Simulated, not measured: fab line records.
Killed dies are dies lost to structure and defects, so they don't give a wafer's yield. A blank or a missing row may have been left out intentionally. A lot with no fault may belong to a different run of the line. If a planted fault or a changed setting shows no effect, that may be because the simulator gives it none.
Split-lot trial | flow n5Finfet | 7 lots, 21 wafers read, on a route of 1938 steps

THE SPLIT
At N5_WELL_APT_COAT_19 (resist thk 950 nm), the setting spinRpm was moved away from the recipe's 1357 rpm on 10 of the 21 wafers read, by -8.8% to -3.3%. For the rest of the wafers, this setting stayed at what the recipe calls for.

The reading comes from the split's own step.

THE READING
coat_of_WELL_APT_COAT_19.thkNm (the simulator's own value, which no gauge read), in nm, at N5_WELL_APT_COAT_19 (resist thk 950 nm). There is no usual value for it anywhere in the file. Here, 11 wafers ran the recipe; their average is 951.2 nm with a standard deviation of 0.92 nm.

wafer  | tool, chamber at the split | spinRpm as run, rpm | against the recipe | coat_of_WELL_APT_COAT_19.thkNm, nm | against lot-mates on the recipe
L074.2 | lithoTrack-04, 0           | 1290                | -4.9%              | 974.6                              | no lot-mate on the recipe
L074.3 | lithoTrack-04, 0           | 1290                | -4.9%              | 973.5                              | no lot-mate on the recipe
L074.4 | lithoTrack-04, 0           | 1290                | -4.9%              | 976.1                              | no lot-mate on the recipe
L075.4 | lithoTrack-05, 0           | 1312                | -3.3%              | 965                                | +12.8
L075.5 | lithoTrack-05, 0           | 1312                | -3.3%              | 967.3                              | +15.1
L075.6 | lithoTrack-05, 0           | 1357                | recipe             | 952.2                              | -
L078.1 | lithoTrack-05, 0           | 1296                | -4.5%              | 972.3                              | +20.5
L078.2 | lithoTrack-05, 0           | 1357                | recipe             | 951.8                              | -
L078.5 | lithoTrack-05, 0           | 1357                | recipe             | 951.7                              | -
L080.2 | lithoTrack-05, 0           | 1357                | recipe             | 949.7                              | -
L080.5 | lithoTrack-05, 0           | 1357                | recipe             | 951.1                              | -
L080.6 | lithoTrack-05, 0           | 1357                | recipe             | 952.9                              | -
L086.2 | lithoTrack-01, 0           | 1357                | recipe             | 949.8                              | -
L086.3 | lithoTrack-01, 0           | 1357                | recipe             | 951.4                              | -
L086.5 | lithoTrack-01, 0           | 1357                | recipe             | 951.4                              | -
L092.1 | lithoTrack-04, 0           | 1237                | -8.8%              | 994                                | +43.4
L092.5 | lithoTrack-04, 0           | 1237                | -8.8%              | 992.7                              | +42.1
L092.6 | lithoTrack-04, 0           | 1357                | recipe             | 950.6                              | -
L093.1 | lithoTrack-01, 0           | 1301                | -4.1%              | 973.5                              | +22.6
L093.2 | lithoTrack-01, 0           | 1301                | -4.1%              | 970.3                              | +19.4
L093.6 | lithoTrack-01, 0           | 1357                | recipe             | 950.9                              | -

THE FIT
A straight line over all 21 wafers: coat_of_WELL_APT_COAT_19.thkNm changes by -4.77 nm for each +1% of spinRpm; r = -1.00; the points scatter about the line by 1.1 nm.
The same after taking each lot's own level away (the mean of its wafers on the recipe; 18 wafers): -4.81 nm for each +1%; r = -1.00; scatter 1.3 nm.
According to that fit, moving spinRpm by its largest amount changes the reading by 43 nm.
Across the lots, their own levels run from 950.60 to 952.20 nm, a range of 1.7 times the standard deviation given above.
Hence the lot-to-lot level has little effect on the slope; both slopes agree.
Check: for one of the wafers moved furthest among these (-8.8%), held out of the fit, the line's prediction against its lot-mates is +41.9 nm. It came out at +43.4 nm against them.

THESE WAFERS: OTHER SPLITS
Other splits were also applied to these wafers ahead of the reading. Each is held against what the fit with the lots' levels taken away leaves over:
other split on the same wafers | wafers away from the commonest value | r with coat_of_WELL_APT_COAT_19.thkNm (lot level and that fit taken away)
N5_ZERO_LAYER_PECVD_02 timeS   | 7                                    | -0.21
N5_ZERO_LAYER_EXPOSE_08 doseMj | 7                                    | +0.04

THE FILE'S OWN FIT
coat_of_WELL_APT_COAT_19.thkNm changes by -4.77 nm for each +1% of spinRpm, r = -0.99.
